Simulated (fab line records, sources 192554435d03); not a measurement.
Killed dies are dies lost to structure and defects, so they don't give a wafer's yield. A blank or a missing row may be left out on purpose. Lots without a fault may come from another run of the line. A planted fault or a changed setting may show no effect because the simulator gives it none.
Split-lot experiment | flow n5_finfet | 7 lots, 39 wafers read, on a route of 1938 steps

THE SPLIT
At N5_MIM_TOP_SPUTTER_03 (material TiN, target thk 35 nm, time 89.7 s), the setting target_thk_a was moved away from the recipe's 350 angstrom on 18 of the 39 wafers read, by -44.8% to +48.2%. The other wafers ran this setting at the recipe's value.

The reading is taken at the split's own step.

THE READING
TiN_of_MIM_TOP_SPUTTER_03.thk_nm (the simulator's own value, which no gauge read), in nm, at N5_MIM_TOP_SPUTTER_03 (material TiN, target thk 35 nm, time 89.7 s). The file gives no usual value for it. The 21 wafers here that ran the recipe average 34.9 nm, standard deviation 0.4 nm.

wafer  | tool, chamber at the split | target_thk_a as run, angstrom | against the recipe | TiN_of_MIM_TOP_SPUTTER_03.thk_nm, nm | against lot-mates on the recipe
L081.1 | pvd_sputter-02, -          | 350                           | recipe             | 34.8                                 | -
L081.2 | pvd_sputter-02, -          | 456.4                         | +30.4%             | 45.4                                 | +10.9
L081.3 | pvd_sputter-02, -          | 456.4                         | +30.4%             | 44.8                                 | +10.3
L081.4 | pvd_sputter-02, -          | 350                           | recipe             | 34.2                                 | -
L081.5 | pvd_sputter-02, -          | 350                           | recipe             | 34.4                                 | -
L081.6 | pvd_sputter-02, -          | 456.4                         | +30.4%             | 44.6                                 | +10.1
L085.1 | pvd_sputter-02, -          | 350                           | recipe             | 35.4                                 | -
L085.2 | pvd_sputter-02, -          | 444.7                         | +27.1%             | 44.2                                 | +8.9
L085.3 | pvd_sputter-02, -          | 350                           | recipe             | 35.6                                 | -
L085.4 | pvd_sputter-02, -          | 350                           | recipe             | 34.8                                 | -
L085.5 | pvd_sputter-02, -          | 444.7                         | +27.1%             | 45                                   | +9.7
L085.6 | pvd_sputter-02, -          | 444.7                         | +27.1%             | 44.4                                 | +9.1
L086.1 | pvd_sputter-02, -          | 193.3                         | -44.8%             | 19                                   | -15.4
L086.2 | pvd_sputter-02, -          | 193.3                         | -44.8%             | 18.4                                 | -16.0
L086.3 | pvd_sputter-02, -          | 350                           | recipe             | 34.8                                 | -
L086.4 | pvd_sputter-02, -          | 350                           | recipe             | 34                                   | -
L086.5 | pvd_sputter-02, -          | 193.3                         | -44.8%             | 19.2                                 | -15.2
L086.6 | pvd_sputter-02, -          | 350                           | recipe             | 34.4                                 | -
L089.1 | pvd_sputter-01, -          | 518.7                         | +48.2%             | 51.2                                 | +16.3
L089.2 | pvd_sputter-01, -          | 350                           | recipe             | 35                                   | -
L089.4 | pvd_sputter-01, -          | 350                           | recipe             | 35                                   | -
L089.3 | pvd_sputter-01, -          | 518.7                         | +48.2%             | 52                                   | +17.1
L089.5 | pvd_sputter-01, -          | 350                           | recipe             | 34.8                                 | -
L089.6 | pvd_sputter-01, -          | 518.7                         | +48.2%             | 51                                   | +16.1
L090.1 | pvd_sputter-03, -          | 200                           | -42.9%             | 20                                   | -15.1
L090.2 | pvd_sputter-03, -          | 200                           | -42.9%             | 19.8                                 | -15.3
L090.3 | pvd_sputter-03, -          | 350                           | recipe             | 35                                   | -
L090.5 | pvd_sputter-03, -          | 350                           | recipe             | 35                                   | -
L090.4 | pvd_sputter-03, -          | 350                           | recipe             | 35.2                                 | -
L090.6 | pvd_sputter-03, -          | 200                           | -42.9%             | 20.2                                 | -14.9
L091.1 | pvd_sputter-03, -          | 350                           | recipe             | 35.2                                 | -
L091.2 | pvd_sputter-03, -          | 350                           | recipe             | 35.2                                 | -
L091.5 | pvd_sputter-03, -          | 350                           | recipe             | 35                                   | -
L092.1 | pvd_sputter-01, -          | 199.1                         | -43.1%             | 20.2                                 | -15.1
L092.2 | pvd_sputter-01, -          | 350                           | recipe             | 35.2                                 | -
L092.4 | pvd_sputter-01, -          | 350                           | recipe             | 35.2                                 | -
L092.3 | pvd_sputter-01, -          | 199.1                         | -43.1%             | 19.4                                 | -15.9
L092.5 | pvd_sputter-01, -          | 350                           | recipe             | 35.4                                 | -
L092.6 | pvd_sputter-01, -          | 199.1                         | -43.1%             | 19.6                                 | -15.7

THE FIT
A straight line over all 39 wafers: TiN_of_MIM_TOP_SPUTTER_03.thk_nm changes by +0.348 nm for each +1% of target_thk_a; r = +1.00; the points scatter about the line by 0.44 nm.
The same after taking each lot's own level away (the mean of its wafers on the recipe; 39 wafers): +0.348 nm for each +1%; r = +1.00; scatter 0.33 nm.
On that fit, the largest move of target_thk_a shifts the reading by 17 nm.
The lots' own levels span 34.40 to 35.27 nm, that is 2.2 times the standard deviation above.
So the lot-to-lot level changes the slope little: the two slopes agree.
Check: with one of the wafers moved furthest among these (+48.2%) left out of the fit, the line predicts +16.7 nm for it against its lot-mates. It came out at +16.3 nm against them.

OTHER SPLITS ON THESE WAFERS
These wafers also went through other splits before the reading. Each is held against what the fit with the lots' levels taken away leaves over:
other split on the same wafers     | wafers away from the commonest value | r with TiN_of_MIM_TOP_SPUTTER_03.thk_nm (lot level and that fit taken away)
N5_BEOL_M8_ILD_DEP_00 target_thk_a | 15                                   | -0.11
N5_BEOL_M9_DESCUM_16 time_s        | 9                                    | -0.17
N5_BEOL_M11_TRENCH_ETCH_37 time_s  | 18                                   | +0.23

THE FILE'S OWN FIT
TiN_of_MIM_TOP_SPUTTER_03.thk_nm changes by +0.349 nm for each +1% of target_thk_a, r = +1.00.
